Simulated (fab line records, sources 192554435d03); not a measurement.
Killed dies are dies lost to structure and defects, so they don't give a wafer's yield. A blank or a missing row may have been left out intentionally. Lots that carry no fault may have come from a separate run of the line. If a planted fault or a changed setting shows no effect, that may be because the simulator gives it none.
fab line records    flow n5_finfet    part 2 of 2: steps 5 to 6 of 6
[record] lots = 24  wafers = 72  last_day = 17
route steps=1938 shown BEOL_M13@1706 BEOL_M14@1749 BEOL_M15@1808 PASS1_DEP@1831
lots that met no fault: from a run of the same line without faults
start_h: the number of hours between the record's first day and the start of the first shown wafer of the lot    wait_h: time in hours since the lot's previous step    " repeats the value in the row above    L1.1+2: a row that stands for several wafers    - no value, or no start given    * or withheld: withheld    < > ~ a bound
route shown NAME@n: a module of which the file shows steps, and the number in the route of the first    usual: the fault-free wafers' mean and standard deviation    same: alike in all rows    chamber/n: place in a boat    sites: each site's reading    _std_site: the values' standard deviation    _edge_site: mean of outer sites minus mean of inner sites    radius_mm: for every site, how far away it sits from the centre of the wafer    mask NAME#n: copy n    behind: the most recent tool/chamber to have shaped the wafer    hold: what put the lot on hold/how long, in hours/how the hold closed    device: the transistor (n, p or np) that didn't switch    end of line: the tests these same wafers got at the end of their route    a step without rows: its recipe alone    killed: not the wafer's yield, but the dies lost to structure and defects at the first sort    map: shows each die of a wafer: x if killed, . if not, _ if none is there
set.NAME: the run value of the setting; set.NAME@STEP: its run value at that earlier step    model.NAME: the simulator's own value behind a step, which no gauge read
one table for each step of the route and one row for each wafer, over a sample of lots
services: a tool's chamber out of use, with start hour (start_h, from the record's first day; less than 0 if before it), hours out, and reason
[[steps]]
[step N5_BEOL_M15_ETCH_61]
[recipe] chemistry = N2/H2  target = BARC  target_depth_a = 890  overetch_a = 267  time_s = 67.9  ion_energy_ev = 200  pressure_mtorr = 30  source_w = 840  bias_w = 150  n2_flow_sccm = 200  h2_flow_sccm = 200
[usual] drypump_motor_current_A = 5.94/0.27  h2_flow_sccm = 200.0/0.59  oes_product_au = 0.66/0.074  rf_vpp_V = 523.8/2  showerhead_plenum_p_Torr = 2.54/0.075  throttle_valve_pct = 17.80/0.27
lot.wafer  tool         chamber  start_h  wait_h  drypump_motor_current_A  h2_flow_sccm  oes_product_au  rf_hours_counter_h  rf_vpp_V  showerhead_plenum_p_Torr  throttle_valve_pct
L074.3     rie_diel-06  3        238.39   0.0     5.81                     199.1         0.60            232                 522.3     2.51                      18.15
L074.4     "            1        "        "       6.50                     199.7         0.71            72                  525.9     2.55                      17.44
L074.5     "            0        "        "       5.80                     198.5         0.61            -                   525.9     2.67                      18.13
L075.2     rie_diel-03  1        251.07   0.0     5.48                     200.8         0.59            227                 521.6     2.51                      18.21
L075.4     "            3        "        "       5.85                     200.5         0.60            -                   525.4     2.61                      17.84
L075.6     "            1        "        "       5.49                     199.7         0.59            -                   522.6     2.51                      18.20
L077.1     rie_diel-02  1        252.74   0.0     5.99                     200.1         0.69            85                  528.0     2.67                      17.57
L077.2     "            0        "        "       5.53                     200.1         0.74            40                  522.8     2.47                      17.63
L077.5     "            2        "        "       5.95                     200.2         0.62            -                   523.4     2.53                      17.78
L078.1     rie_diel-06  2        265.28   0.0     6.05                     200.6         0.59            223                 521.9     2.48                      17.65
L078.2     "            0        "        "       5.78                     199.0         0.61            199                 525.4     2.66                      18.15
L078.6     "            2        "        "       6.04                     200.0         0.59            -                   523.5     2.48                      17.65
L076.2     rie_diel-03  1        265.79   0.0     5.46                     200.2         0.59            232                 523.8     2.50                      18.21
L076.5     "            0        "        "       5.74                     199.7         0.63            -                   520.1     2.41                      17.86
L076.6     "            1        "        "       5.51                     200.1         0.58            -                   524.1     2.50                      18.22
L080.1     rie_diel-06  3        270.92   0.0     5.76                     200.2         0.60            242                 523.0     2.50                      18.18
L080.3     "            1        "        "       6.47                     201.2         0.70            82                  523.6     2.55                      17.45
L080.5     "            3        "        "       5.77                     200.0         0.59            -                   522.2     2.50                      18.18
L079.1     rie_diel-06  3        278.11   0.0     5.80                     200.0         0.59            244                 521.8     2.50                      18.18
L079.4     "            1        "        "       6.51                     200.1         0.70            83                  523.9     2.55                      17.45
L079.5     "            3        "        "       5.78                     199.8         0.59            -                   522.9     2.50                      18.16
L082.1     rie_diel-02  3        297.08   0.0     6.13                     199.9         0.72            46                  520.0     2.50                      17.84
L082.2     "            1        "        "       6.00                     200.3         0.68            100                 525.9     2.66                      17.57
L082.6     "            1        "        "       5.97                     201.5         0.67            -                   528.9     2.66                      17.57
L081.2     rie_diel-06  0        297.51   0.0     5.80                     200.9         0.60            208                 527.0     2.66                      18.17
L081.4     "            1        "        "       6.51                     199.4         0.70            89                  524.3     2.54                      17.46
L081.6     "            2        "        "       6.04                     200.1         0.59            -                   524.3     2.47                      17.68
L083.3     rie_diel-02  2        302.93   0.0     5.99                     200.1         0.61            206                 522.3     2.52                      17.79
L083.5     "            3        "        "       6.14                     200.5         0.72            -                   522.0     2.50                      17.85
L083.6     "            0        "        "       5.49                     200.1         0.73            -                   522.8     2.46                      17.67
L084.2     rie_diel-06  2        303.58   0.0     6.05                     200.4         0.59            234                 522.8     2.47                      17.69
L084.3     "            1        "        "       6.49                     199.5         0.70            91                  525.9     2.54                      17.46
L084.6     "            1        "        "       6.52                     199.6         0.70            -                   526.3     2.54                      17.46
L086.1     rie_diel-06  1        308.35   0.0     6.50                     199.6         0.70            94                  523.2     2.54                      17.47
L086.2     "            2        "        "       6.04                     201.0         0.58            237                 523.1     2.47                      17.68
L086.5     "            1        "        "       6.48                     198.9         0.69            -                   524.2     2.54                      17.45
L085.1     rie_diel-03  2        310.85   0.0     6.04                     199.8         0.64            127                 524.5     2.56                      18.03
L085.3     "            0        "        "       5.75                     200.0         0.63            202                 521.1     2.41                      17.89
L085.6     "            0        "        "       5.73                     200.3         0.62            -                   521.9     2.41                      17.89
L089.2     rie_diel-02  1        325.87   0.0     5.97                     199.0         0.67            110                 527.2     2.66                      17.58
L089.5     "            2        "        "       5.96                     199.7         0.61            -                   523.9     2.52                      17.81
L089.6     "            3        "        "       6.18                     200.1         0.71            -                   522.9     2.50                      17.86
L087.1     rie_diel-06  1        326.27   0.0     6.47                     199.4         0.69            100                 524.3     2.54                      17.49
L087.4     "            0        "        "       5.78                     199.2         0.60            219                 525.7     2.66                      18.19
L087.6     "            1        "        "       6.49                     199.9         0.70            -                   524.2     2.54                      17.49
L088.1     rie_diel-02  2        336.63   0.0     5.97                     200.0         0.61            217                 522.7     2.52                      17.82
L088.3     "            3        "        "       6.16                     199.5         0.70            59                  522.3     2.50                      17.86
L088.6     "            1        "        "       5.97                     200.0         0.66            -                   525.8     2.66                      17.60
L091.4     rie_diel-06  3        343.75   0.0     5.81                     200.0         0.83            5                   522.6     2.50                      17.78
L091.5     "            3        "        "       5.79                     199.8         0.82            -                   522.0     2.50                      17.78
L091.6     "            0        "        "       5.77                     198.4         0.60            -                   526.7     2.65                      18.18
L090.2     rie_diel-06  0        347.75   0.0     5.78                     199.6         0.59            225                 525.8     2.65                      18.19
L090.5     "            1        "        "       6.49                     199.5         0.69            -                   524.8     2.54                      17.49
L090.6     "            2        "        "       6.04                     199.2         0.58            -                   523.6     2.46                      17.72
L092.2     rie_diel-03  3        362.08   0.0     5.87                     200.0         0.76            24                  526.2     2.60                      17.39
L092.3     "            1        "        "       5.51                     199.2         0.82            4                   523.3     2.50                      17.78
L092.5     "            2        "        "       6.03                     199.9         0.63            -                   523.9     2.56                      18.06
L094.1     rie_diel-02  2        366.99   0.0     5.94                     199.2         0.60            224                 524.8     2.52                      17.85
L094.3     "            0        "        "       5.47                     200.2         0.70            75                  522.2     2.46                      17.69
L094.5     "            2        "        "       5.94                     200.0         0.60            -                   523.1     2.52                      17.83
L093.3     rie_diel-06  3        367.71   0.0     5.77                     199.6         0.80            14                  522.7     2.49                      17.79
L093.5     "            2        "        "       6.02                     199.9         0.87            -                   523.7     2.46                      17.20
L093.6     "            1        "        "       6.56                     199.6         0.68            -                   524.0     2.53                      17.52
L095.3     rie_diel-02  1        381.46   0.0     5.96                     200.2         0.66            127                 526.6     2.65                      17.61
L095.4     "            2        "        "       5.99                     200.4         0.59            -                   524.2     2.51                      17.83
L095.5     "            1        "        "       5.97                     199.5         0.65            -                   528.4     2.65                      17.61
L096.3     rie_diel-03  0        385.69   0.0     5.71                     199.7         0.61            226                 518.5     2.40                      17.92
L096.5     "            3        "        "       5.83                     199.6         0.75            -                   525.3     2.60                      17.40
L096.6     "            0        "        "       5.70                     200.0         0.61            -                   519.7     2.40                      17.94
L097.1     rie_diel-06  0        388.94   0.0     5.78                     199.2         0.59            238                 524.3     2.65                      18.22
L097.2     "            1        "        "       6.50                     201.0         0.68            120                 525.1     2.53                      17.52
L097.6     "            3        "        "       5.79                     201.4         0.79            -                   522.3     2.49                      17.82
[step N5_PASSIVATION_PECVD_00]
[recipe] material = SiO2  target_thk_a = 2000  temp_c = 400  precursor = SiH4/N2O  pressure_torr = 2.7  rf_w = 608  time_s = 11.2
[usual] heater_power_w = 684/110  showerhead_plenum_p_Torr = 8.15/0.057  throttle_valve_pct = 52/3.5
lot.wafer  tool      chamber  start_h  wait_h  heater_power_w  showerhead_plenum_p_Torr  throttle_valve_pct
L074.3     pecvd-01  2        242.69   0.5     606             8.14                      52
L074.4     "         2        "        "       637             8.14                      52
L074.5     "         1        "        "       597             8.17                      48
L075.2     pecvd-04  1        257.11   0.7     407             8.02                      52
L075.4     "         0        "        "       878             8.16                      48
L075.6     "         2        "        "       665             8.24                      49
L077.1     pecvd-02  1        257.28   0.8     745             8.10                      53
L077.2     "         0        "        "       621             8.18                      59
L077.5     "         1        "        "       724             8.11                      53
L078.1     pecvd-01  1        268.94   0.8     700             8.18                      48
L078.2     "         0        "        "       721             8.13                      50
L078.6     "         0        "        "       694             8.13                      50
L076.2     pecvd-02  1        271.62   0.7     756             8.13                      53
L076.5     "         0        "        "       641             8.17                      59
L076.6     "         1        "        "       783             8.11                      53
L080.1     pecvd-02  0        278.81   0.8     698             8.19                      59
L080.3     "         1        "        "       797             8.15                      53
L080.5     "         0        "        "       698             8.17                      59
L079.1     pecvd-02  1        281.72   0.8     745             8.13                      53
L079.4     "         0        "        "       672             8.18                      59
L079.5     "         1        "        "       749             8.15                      53
L082.1     pecvd-01  2        301.63   0.8     632             8.16                      52
L082.2     "         1        "        "       717             8.17                      48
L082.6     "         0        "        "       798             8.13                      51
L081.2     pecvd-02  2        301.86   0.7     801             8.18                      54
L081.4     "         0        "        "       683             8.18                      59
L081.6     "         2        "        "       816             8.18                      54
L083.3     pecvd-02  1        306.80   0.5     824             8.14                      53
L083.5     "         1        "        "       824             8.14                      53
L083.6     "         0        "        "       581             8.18                      59
L084.2     pecvd-04  0        307.06   0.7     727             8.15                      48
L084.3     "         0        "        "       750             8.15                      48
L084.6     "         0        "        "       779             8.15                      48
L086.1     pecvd-02  2        314.26   0.8     762             8.15                      54
L086.2     "         1        "        "       781             8.14                      53
L086.5     "         0        "        "       632             8.18                      59
L085.1     pecvd-01  0        318.30   0.8     776             8.15                      51
L085.3     "         2        "        "       719             8.15                      52
L085.6     "         1        "        "       645             8.18                      48
L089.2     pecvd-02  1        328.93   0.7     826             8.14                      52
L089.5     "         0        "        "       626             8.17                      59
L089.6     "         2        "        "       792             8.16                      54
L087.1     pecvd-01  2        329.53   0.8     698             8.17                      52
L087.4     "         0        "        "       671             8.13                      50
L087.6     "         1        "        "       605             8.21                      48
L088.1     pecvd-04  0        341.53   0.8     709             8.12                      48
L088.3     "         2        "        "       662             8.25                      49
L088.6     "         0        "        "       745             8.16                      48
L091.4     pecvd-04  2        347.92   0.4     663             8.25                      49
L091.5     "         1        "        "       521             8.01                      52
L091.6     "         0        "        "       729             8.17                      48
L090.2     pecvd-04  1        351.75   0.7     535             8.05                      52
L090.5     "         0        "        "       824             8.16                      48
L090.6     "         1        "        "       412             8.03                      53
L092.2     pecvd-02  0        365.83   0.7     591             8.19                      59
L092.3     "         2        "        "       797             8.19                      54
L092.5     "         1        "        "       808             8.13                      53
L094.1     pecvd-02  2        373.79   0.8     819             8.21                      55
L094.3     "         0        "        "       660             8.18                      59
L094.5     "         1        "        "       729             8.13                      53
L093.3     pecvd-04  1        378.83   0.5     466             8.02                      53
L093.5     "         0        "        "       803             8.16                      47
L093.6     "         1        "        "       480             8.02                      52
L095.3     pecvd-04  2        388.02   0.5     599             8.23                      49
L095.4     "         0        "        "       716             8.16                      48
L095.5     "         2        "        "       625             8.24                      49
L096.3     pecvd-04  1        388.92   0.5     508             8.02                      53
L096.5     "         2        "        "       660             8.26                      49
L096.6     "         0        "        "       793             8.16                      48
L097.1     pecvd-01  1        391.90   0.8     642             8.18                      48
L097.2     "         2        "        "       592             8.13                      53
L097.6     "         1        "        "       659             8.16                      47
[[services]]
tool            chamber  start_h  hours  kind
pecvd-04        1        211.99   6.6    repair
pecvd-02        -        217.23   0.5    repair
rie_diel-02     3        229.20   1.3    repair
cmp-01          -        229.82   3.5    repair
cmp-02          -        230.18   2.6    repair
pecvd-04        -        234.31   0.6    repair
rie_diel-04     -        240.99   2.6    repair
cmp-03          -        246.74   0.4    repair
cmp-01          -        255.89   0.7    repair
rie_diel-01     0        269.87   1.4    repair
cmp-02          -        277.69   4.0    pm
cmp-02          -        286.86   1.4    repair
cmp-01          -        300.42   4.0    pm
cmp-01          -        316.25   4.7    pm
rie_diel-04     2        320.59   4.6    repair
pecvd-02        -        322.09   5.5    pm
cmp-03          -        322.94   0.5    repair
cmp-02          -        329.99   1.7    repair
pecvd-02        -        333.66   1.2    repair
rie_diel-02     2        343.65   3.2    repair
rie_diel-01     1        350.04   2.2    repair
pvd_sputter-03  -        366.40   10.0   repair
rie_diel-01     3        370.96   4.0    repair
cmp-02          -        375.05   5.5    repair
